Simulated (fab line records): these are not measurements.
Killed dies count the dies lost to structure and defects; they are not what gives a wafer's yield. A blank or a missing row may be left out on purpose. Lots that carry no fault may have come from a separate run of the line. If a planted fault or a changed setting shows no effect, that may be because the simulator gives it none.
Chamber matching + flow nand harc + NHARC_P_CONTACT_CMP_24 on cmp-04: 4 sister chambers
The step polishes, t overpolish 30 s, target thk 200 nm. 4 wafers are shown with their chamber, then 7 later ones without.

WAFERS PAIRED WITH THEIR CHAMBERS
| wafer  | chamber | motor current A (A) |
|--------|---------|---------------------|
| L077.4 | 3       | 11.7                |
| L077.5 | 2       | 10.3                |
| L083.1 | 1       | 11.6                |
| L083.2 | 0       | 10.1                |

WAFERS WHOSE CHAMBER IS MISSING
| wafer  | motor current A (A) |
|--------|---------------------|
| L083.6 | 10.0                |
| L093.1 | 12.1                |
| L093.2 | 10.3                |
| L093.6 | 11.0                |
| L097.1 | 10.3                |
| L097.3 | 10.2                |
| L097.6 | 10.1                |

THE CHAMBER EACH PASSED THROUGH
| wafer  | from the rows above               | in truth |
|--------|-----------------------------------|----------|
| L083.6 | can't be placed: 0 or 2           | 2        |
| L093.1 | can't be placed: 3 or 1           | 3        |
| L093.2 | can't be placed: 2 or 0           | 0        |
| L093.6 | can't be placed: 1 or 2 or 3 or 0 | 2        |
| L097.1 | can't be placed: 2 or 0           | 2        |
| L097.3 | can't be placed: 0 or 2           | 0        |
| L097.6 | can't be placed: 0 or 2           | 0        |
0 of 7 placed correctly. These rows do not allow placing 7 (true chamber among the candidates in 7). Wrongly placed: 0.
How it was worked out, from the rows above alone: a wafer's distance from a chamber is the root of the sum, over the readings, of the square of ((its reading less the chamber's mean) divided by the reading's scatter). The wafer belongs to the nearest chamber; if the next one is less than 2 further off, it can't be placed. For every chamber, the mean is computed from those of its wafers that are shown. The scatter: with one shown wafer a chamber, the root of the mean of the squares of how far each hidden wafer lies from its nearest shown one.
